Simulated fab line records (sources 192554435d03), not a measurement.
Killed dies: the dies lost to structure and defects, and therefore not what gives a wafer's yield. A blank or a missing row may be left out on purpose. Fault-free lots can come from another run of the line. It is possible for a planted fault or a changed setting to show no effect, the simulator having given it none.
Code-filled problem report in 8D (eight disciplines) form || flow n5-finfet || the parts of the form that need people (team, actions taken, sign-off) are left out

1. PROBLEM STATEMENT
exposure-dose-mJ-cm2 at N5_BEOL_M8_EXPOSE_25 reads a mean of 43.10 on 6 wafers of 2 lots; wafers without a fault read 42.45 with a standard deviation of 0.054. Measured from the usual mean, that is +12 standard deviations.
The step: exposes mask V7, target cd 40 nm.
Seen first at day 12 10:11 on euv-scanner-02, wafer L409.2. The record holds 18 wafers of 6 lots with a number at this step. The rule behind "out" and "out of limits": a value lying over 4 standard deviations away from the usual mean. All remaining wafers that have a number are taken as sound.

2. WHAT IT IS, AND WHAT IT ISN'T
{"question": "which readings at this step", "is": "exposure-dose-mJ-cm2", "is not": "-"}
{"question": "which lots", "is": "L409, L410", "is not": "L401, L403, L419, L421"}
{"question": "which wafers of those lots", "is": "all that have a number", "is not": "-"}
{"question": "read on which tools", "is": "euv-scanner-02", "is not": "euv-scanner-01"}
{"question": "when", "is": "from day 12 10:11", "is not": "up to then (6 sound wafers); but 6 sound wafers of L419, L421 came after"}

3. THE SUSPECTS, EACH WITH WHAT RULES IT OUT
Counting: a tool at a process step up to the reading stays a suspect if it ran every lot that is out and no sound lot after the first of them.
- rie-diel-05 at N5_BEOL_M8_ETCH_62 (etches SOC in N2/H2, target depth 110 nm, overetch 22 nm, time 165 s): kept. It ran every lot that is out, first L409 (day 12 07:08), and no sound lot after that.
- rie-diel-05 at N5_BEOL_M8_STRIP_67 (strips in CF4): kept. It ran every lot that is out, first L409 (day 12 07:17), and no sound lot after that.
- euv-scanner-02 at N5_BEOL_M8_EXPOSE_25 (exposes mask V7, target cd 40 nm): kept. Every lot that is out went through it, starting with L409 (day 12 10:11), and after that it ran no sound lot; the last sound lot it ran before then is L401 (day 10 14:52). Its own readings are out on those wafers: exposure-dose-mJ-cm2.
After the count, these remain: rie-diel-05 at N5_BEOL_M8_ETCH_62, rie-diel-05 at N5_BEOL_M8_STRIP_67 and euv-scanner-02 at N5_BEOL_M8_EXPOSE_25.

4. THE CAUSE (what the simulator had put in)
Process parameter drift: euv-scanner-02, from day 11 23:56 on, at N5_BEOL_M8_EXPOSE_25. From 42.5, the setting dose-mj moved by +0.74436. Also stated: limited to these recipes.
Counting left 3 suspects, and this tool is among them.

5. SEQUENCE OF EFFECTS, ordered by route
One row per reading whose mean, taken over the struck wafers that have a number, lies over 3 standard deviations from the usual. Only readings whose record carries a usual standard deviation are examined. hours: median over the lots of the time between each lot's start at the first step of this table that gives one and its start at this step. sigmas: the change, counted in usual standard deviations.
{"hours": 0, "step": "N5_BEOL_M8_EXPOSE_25", "reading": "exposure-dose-mJ-cm2", "usual": 42.45, "on struck wafers": 43.10, "change": "+0.65", "sigmas": "+12"}
It contains these process steps:
- N5_BEOL_M8_EXPOSE_25: exposes mask V7, target cd 40 nm.
Later measuring or inspecting steps at which every struck wafer that the step has a row for has a number for every such reading, and none has moved that far: N5_BEOL_M8_CD_MEAS_28, N5_BEOL_M8_OVL_MEAS_29, N5_BEOL_M8_INSPECT_30.

6. HOW IT WOULD HAVE BEEN CAUGHT EARLIER
First out-of-limits reading in this record: day 12 10:11, which is 10 hours after fault onset at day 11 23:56.
